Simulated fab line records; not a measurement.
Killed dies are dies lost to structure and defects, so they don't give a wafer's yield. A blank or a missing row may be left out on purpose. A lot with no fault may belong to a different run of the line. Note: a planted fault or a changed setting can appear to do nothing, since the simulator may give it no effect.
Matching of chambers / flow n5Finfet / N5_BEOL_M9_ETCH_76 on rieDiel-03 has 4 sister chambers
The step etches underlayer in N2/H2, target depth 6.5 nm, time 5.2 s. 4 wafers are shown with their chamber, then 11 later ones without.

== WAFERS WITH THEIR CHAMBER ==
wafer=L089.3; chamber=2; drypumpMotorCurrentA (A)=5.8
wafer=L088.1; chamber=3; drypumpMotorCurrentA (A)=6.7
wafer=L088.4; chamber=0; drypumpMotorCurrentA (A)=4.9
wafer=L093.1; chamber=1; drypumpMotorCurrentA (A)=6.1

== WAFERS MISSING THEIR CHAMBER ==
wafer=L093.5; drypumpMotorCurrentA (A)=6.0
wafer=L093.6; drypumpMotorCurrentA (A)=5.8
wafer=L091.2; drypumpMotorCurrentA (A)=4.9
wafer=L091.4; drypumpMotorCurrentA (A)=5.8
wafer=L091.6; drypumpMotorCurrentA (A)=6.6
wafer=L095.2; drypumpMotorCurrentA (A)=6.6
wafer=L095.3; drypumpMotorCurrentA (A)=5.9
wafer=L095.4; drypumpMotorCurrentA (A)=4.9
wafer=L097.1; drypumpMotorCurrentA (A)=6.6
wafer=L097.2; drypumpMotorCurrentA (A)=4.9
wafer=L097.3; drypumpMotorCurrentA (A)=5.8

== CHAMBER TAKEN BY EACH ==
wafer=L093.5; from the rows above=can't be placed: 1 or 2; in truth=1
wafer=L093.6; from the rows above=2; in truth=2
wafer=L091.2; from the rows above=0; in truth=0
wafer=L091.4; from the rows above=2; in truth=2
wafer=L091.6; from the rows above=3; in truth=3
wafer=L095.2; from the rows above=3; in truth=3
wafer=L095.3; from the rows above=can't be placed: 2 or 1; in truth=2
wafer=L095.4; from the rows above=0; in truth=0
wafer=L097.1; from the rows above=3; in truth=3
wafer=L097.2; from the rows above=0; in truth=0
wafer=L097.3; from the rows above=2; in truth=2
Correct placement for 9 of the 11. From these rows, 2 cannot be placed; in 2 the true chamber is one of the candidates. 0 placed wrongly.
How it was worked out, from the rows above alone: a wafer's distance from a chamber is the root of the sum, over the readings, of the square of ((its reading less the chamber's mean) divided by the reading's scatter). If the next closest chamber is less than 2 further off than the closest, the wafer can't be placed; otherwise it belongs to the closest. The mean given for a chamber averages the wafers shown for that chamber. The scatter: with one shown wafer a chamber, the root of the mean of the squares of how far each hidden wafer lies from its nearest shown one.
